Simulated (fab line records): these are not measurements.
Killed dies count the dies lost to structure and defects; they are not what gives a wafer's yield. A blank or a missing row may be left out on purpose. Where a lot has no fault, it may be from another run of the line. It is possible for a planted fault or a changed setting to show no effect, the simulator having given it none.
Which tool was responsible? + flow nandHarc + Sampling: 12 lots, 36 wafers, 5 of 1159 route steps

WHAT THE GAUGES READ, wafer by wafer
NHARC_END_WLT_00. Usual: VT_DECK1_BOTTOM 0.871, standard deviation 0.0091; VT_DECK1_BOTTOM_INNER 0.870, standard deviation 0.0087; VT_DECK1_MEDIAN_NEAR_BOTTOM 0.873, standard deviation 0.009; VT_DECK1_MEDIAN_NEAR_BOTTOM_INNER 0.872, standard deviation 0.0087; VT_DECK1_MIDDLE 0.884, standard deviation 0.0084; VT_DECK1_MIDDLE_INNER 0.884, standard deviation 0.008; VT_DECK1_TOP 0.897, standard deviation 0.009; VT_DECK1_TOP_INNER 0.895, standard deviation 0.0083.
| lot  | measured     | on        | VT_DECK1_BOTTOM   | VT_DECK1_BOTTOM_INNER | VT_DECK1_MEDIAN_NEAR_BOTTOM | VT_DECK1_MEDIAN_NEAR_BOTTOM_INNER | VT_DECK1_MIDDLE   | VT_DECK1_MIDDLE_INNER | VT_DECK1_TOP      | VT_DECK1_TOP_INNER | flag |
|------|--------------|-----------|-------------------|-----------------------|-----------------------------|-----------------------------------|-------------------|-----------------------|-------------------|--------------------|------|
| L405 | day 19 10:19 | prober-01 | 0.877 0.887 0.869 | 0.883 0.884 0.876     | 0.886 0.880 0.875           | 0.877 0.883 0.870                 | 0.891 0.888 0.885 | 0.893 0.907 0.885     | 0.908 0.903 0.907 | 0.916 0.902 0.905  |      |
| L407 | day 20 03:22 | prober-01 | 0.866 0.868 0.855 | 0.869 0.861 0.858     | 0.865 0.865 0.863           | 0.866 0.858 0.864                 | 0.885 0.874 0.874 | 0.880 0.871 0.869     | 0.891 0.893 0.898 | 0.891 0.888 0.885  |      |
| L408 | day 20 03:23 | prober-02 | 0.861 0.854 0.860 | 0.854 0.853 0.863     | 0.854 0.864 0.858           | 0.858 0.858 0.864                 | 0.865 0.873 0.861 | 0.867 0.866 0.870     | 0.877 0.883 0.871 | 0.877 0.871 0.884  |      |
| L410 | day 20 12:14 | prober-01 | 0.872 0.869       | 0.872 0.864           | 0.870 0.867                 | 0.880 0.868                       | 0.884 0.881       | 0.886 0.888           | 0.896 0.895       | 0.892 0.887        |      |
| L412 | day 21 03:11 | prober-02 | 0.887 0.886 0.877 | 0.874 0.884 0.885     | 0.888 0.875 0.881           | 0.886 0.879 0.885                 | 0.894 0.898 0.898 | 0.895 0.894 0.889     | 0.898 0.904 0.905 | 0.907 0.905 0.910  |      |
| L411 | day 21 11:29 | prober-02 | 0.869 0.861       | 0.863 0.871           | 0.875 0.868                 | 0.873 0.872                       | 0.881 0.886       | 0.880 0.890           | 0.900 0.896       | 0.901 0.894        |      |
| L420 | day 22 15:38 | prober-01 | 0.864 0.867 0.860 | 0.872 0.874 0.868     | 0.863 0.882 0.863           | 0.860 0.868 0.858                 | 0.878 0.873 0.879 | 0.879 0.871 0.878     | 0.888 0.893 0.893 | 0.878 0.885 0.891  |      |
| L422 | day 23 12:58 | prober-02 | 0.873 0.870 0.884 | 0.872 0.875 0.878     | 0.878 0.879 0.876           | 0.881 0.875 0.882                 | 0.888 0.882 0.894 | 0.886 0.890 0.900     | 0.909 0.903 0.905 | 0.906 0.906 0.898  |      |
| L421 | day 23 12:57 | prober-01 | 0.867 0.871 0.876 | 0.856 0.859 0.871     | 0.863 0.872 0.871           | 0.869 0.872 0.866                 | 0.885 0.890 0.896 | 0.878 0.885 0.888     | 0.894 0.894 0.891 | 0.890 0.890 0.895  |      |
| L424 | day 24 16:16 | prober-01 | 0.858 0.869 0.853 | 0.859 0.866 0.863     | 0.860 0.872 0.859           | 0.865 0.858 0.856                 | 0.881 0.887 0.871 | 0.881 0.877 0.875     | 0.887 0.892 0.887 | 0.891 0.890 0.892  |      |
| L426 | day 24 15:47 | prober-02 | 0.854 0.862 0.869 | 0.866 0.862 0.872     | 0.865 0.856 0.875           | 0.869 0.865 0.866                 | 0.874 0.880 0.889 | 0.873 0.874 0.883     | 0.887 0.890 0.891 | 0.889 0.891 0.887  |      |
| L427 | day 25 08:20 | prober-02 | 0.874 0.879 0.877 | 0.873 0.872 0.874     | 0.868 0.875 0.878           | 0.869 0.867 0.875                 | 0.879 0.882 0.888 | 0.882 0.884 0.889     | 0.890 0.895 0.904 | 0.897 0.898 0.895  |      |

NHARC_END_SORT_01. Usual: killedAtArray 27, standard deviation 10; killedAtOther 0.6, standard deviation 0.83; killedAtPeriphery 2.4, standard deviation 1.8; killedDies 30, standard deviation 10; killedOpen 3.3, standard deviation 1.7; killedShort 1.8, standard deviation 1.4.
| lot  | measured     | on        | killedAtArray | killedAtOther | killedAtPeriphery | killedDies | killedOpen | killedShort | flag |
|------|--------------|-----------|---------------|---------------|-------------------|------------|------------|-------------|------|
| L410 | day 20 15:52 | prober-01 | 39 675 32     | 0 0 1         | 1 2 0             | 40 677 33  | 3 3 2      | 0 2 2       | OFF  |
| L411 | day 21 14:16 | prober-02 | 671 10 11     | 2 0 0         | 4 4 4             | 677 14 15  | 2 2 3      | 0 3 1       | OFF  |
| L420 | day 22 18:57 | prober-01 | 39 37 35      | 0 0 1         | 0 0 0             | 39 37 36   | 1 3 2      | 2 5 3       |      |

EACH LOT AND THE TOOL THAT RAN IT (in order: tool; ch and the chambers of the sampled wafers; start)
| lot  | NHARC_A_CHANNEL_HOLE_D1_DEP_00 | NHARC_THIN_TSV_DEGAS_49     | NHARC_THIN_TSV_ETCH_59           |
|------|--------------------------------|-----------------------------|----------------------------------|
| L405 | aclDep-01 ch 0, day 8 01:27    | pvdSputter-02, day 18 15:52 | rieMetal-02 ch 0,1, day 18 19:18 |
| L407 | aclDep-01 ch 0, day 8 15:24    | pvdSputter-01, day 19 16:14 | rieMetal-02 ch 0,1, day 19 19:38 |
| L408 | aclDep-01 ch 0, day 9 01:29    | pvdSputter-03, day 19 18:48 | rieMetal-02 ch 0,1, day 19 22:18 |
| L410 | aclDep-01 ch 0, day 9 15:36    | pvdSputter-02, day 20 00:56 | rieMetal-02 ch 0,1, day 20 04:32 |
| L412 | aclDep-02 ch 0, day 9 22:02    | pvdSputter-01, day 20 12:53 | rieMetal-03 ch 0,1, day 20 16:24 |
| L411 | aclDep-01 ch 0, day 9 22:46    | pvdSputter-03, day 20 21:37 | rieMetal-03 ch 0,1, day 21 01:02 |
| L420 | aclDep-02 ch 0, day 11 23:33   | pvdSputter-02, day 22 03:31 | rieMetal-02 ch 0,1, day 22 07:08 |
| L422 | aclDep-03 ch 0, day 12 14:37   | pvdSputter-01, day 23 04:17 | rieMetal-02 ch 1, day 23 07:35   |
| L421 | aclDep-01 ch 0, day 12 14:55   | pvdSputter-02, day 23 05:28 | rieMetal-01 ch 0,1, day 23 09:01 |
| L424 | aclDep-03 ch 0, day 13 18:08   | pvdSputter-01, day 24 08:05 | rieMetal-03 ch 0,1, day 24 11:23 |
| L426 | aclDep-01 ch 0, day 13 18:10   | pvdSputter-03, day 24 06:52 | rieMetal-02 ch 0,1, day 24 10:20 |
| L427 | aclDep-01 ch 0, day 14 13:20   | pvdSputter-01, day 24 17:21 | rieMetal-03 ch 0,1, day 24 21:00 |
- NHARC_A_CHANNEL_HOLE_D1_DEP_00: deposits aC, target thk 3100 nm.
- NHARC_THIN_TSV_DEGAS_49: time 120 s.
- NHARC_THIN_TSV_ETCH_59: etches the open film in Cl2/BCl3, target depth 880 nm, time 138.1 s.

AS READ BY THE TOOLS THEMSELVES (means over the sampled wafers that have a number; for cases with no such wafer, the mark the record gives instead)
NHARC_A_CHANNEL_HOLE_D1_DEP_00. Usual: throttleValvePct 35.000 %, standard deviation 0.0092.
| lot  | tool      | throttleValvePct (%) | flag |
|------|-----------|----------------------|------|
| L405 | aclDep-01 | 35.000               |      |
| L407 | aclDep-01 | 34.995               |      |
| L408 | aclDep-01 | 35.006               |      |
| L410 | aclDep-01 | 35.004               |      |
| L412 | aclDep-02 | 34.995               |      |
| L411 | aclDep-01 | 35.003               |      |
| L420 | aclDep-02 | 35.003               |      |
| L422 | aclDep-03 | 35.010               |      |
| L421 | aclDep-01 | 34.998               |      |
| L424 | aclDep-03 | 35.008               |      |
| L426 | aclDep-01 | 34.999               |      |
| L427 | aclDep-01 | 35.007               |      |

NHARC_THIN_TSV_DEGAS_49. Usual: heaterPowerW 450 W, standard deviation 29.
| lot  | tool          | heaterPowerW (W) | flag |
|------|---------------|------------------|------|
| L405 | pvdSputter-02 | 441              |      |
| L407 | pvdSputter-01 | 461              |      |
| L408 | pvdSputter-03 | 419              |      |
| L410 | pvdSputter-02 | 438              |      |
| L412 | pvdSputter-01 | 483              |      |
| L411 | pvdSputter-03 | 476              |      |
| L420 | pvdSputter-02 | 457              |      |
| L422 | pvdSputter-01 | 458              |      |
| L421 | pvdSputter-02 | 443              |      |
| L424 | pvdSputter-01 | 447              |      |
| L426 | pvdSputter-03 | 432              |      |
| L427 | pvdSputter-01 | 473              |      |

NHARC_THIN_TSV_ETCH_59. Usual: drypumpMotorCurrentA 5.7 A, standard deviation 0.31; mfcCl2Sccm 60.01 sccm, standard deviation 0.17; oesProductAu 0.998 a.u., standard deviation 0.014; throttleValvePct 22.265 %, standard deviation 0.0097.
| lot  | tool        | drypumpMotorCurrentA (A) | mfcCl2Sccm (sccm) | oesProductAu (a.u.) | throttleValvePct (%) | flag |
|------|-------------|--------------------------|-------------------|---------------------|----------------------|------|
| L405 | rieMetal-02 | 5.8                      | 60.09             | 0.995               | 22.271               |      |
| L407 | rieMetal-02 | 5.8                      | 59.85             | 0.985               | 22.277               |      |
| L408 | rieMetal-02 | 5.9                      | 59.99             | 0.983               | 22.265               |      |
| L410 | rieMetal-02 | 5.8                      | 60.23             | 0.991               | 22.273               |      |
| L412 | rieMetal-03 | 5.6                      | 60.12             | 0.997               | 22.263               |      |
| L411 | rieMetal-03 | 5.8                      | 60.02             | 1.007               | 22.268               |      |
| L420 | rieMetal-02 | 5.8                      | 60.07             | 0.997               | 22.263               |      |
| L422 | rieMetal-02 | 6.1                      | 59.91             | 0.991               | 22.262               |      |
| L421 | rieMetal-01 | 5.5                      | 59.95             | 0.994               | 22.263               |      |
| L424 | rieMetal-03 | 5.6                      | 59.79             | 1.009               | 22.266               |      |
| L426 | rieMetal-02 | 5.8                      | 59.81             | 1.012               | 22.263               |      |
| L427 | rieMetal-03 | 5.9                      | 59.89             | 1.017               | 22.266               |      |

THE ANSWER, worked out from the rows above alone
Rule: a lot is off if the mean of its wafers that have a number lies more than 3 standard deviations from the usual mean. A lot without any number at a reading at which 4 lots or more have one is off too. Where the step has rows for the other lots, those lots are counted as sound. The gauges are gone through in route order, then the tools' own readings, and for those a lot's mean is taken as printed above. At the first step where some lot is off, the reading lying furthest off is the one used; lots without a number count as furthest.
Off: L410, L411 (NHARC_END_SORT_01, killedAtArray). Neither off nor sound, because the step has no rows for them: L405, L407, L408, L412, L422, L421, L424, L426, L427.
A tool fits if, at a process step before that reading, it ran every lot that is off, and no sound lot after the first of them. Those tools and the gauges at NHARC_END_SORT_01 are tried in the same way. One candidate fits, namely aclDep-01 at NHARC_A_CHANNEL_HOLE_D1_DEP_00. It ran no sound lot before its first lot that is off in this sample, so the start can't be narrowed down.

WHAT HAD BEEN PUT IN BY THE SIMULATOR
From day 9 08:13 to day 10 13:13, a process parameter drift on aclDep-01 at NHARC_A_CHANNEL_HOLE_D1_DEP_00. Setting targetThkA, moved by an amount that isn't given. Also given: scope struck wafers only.
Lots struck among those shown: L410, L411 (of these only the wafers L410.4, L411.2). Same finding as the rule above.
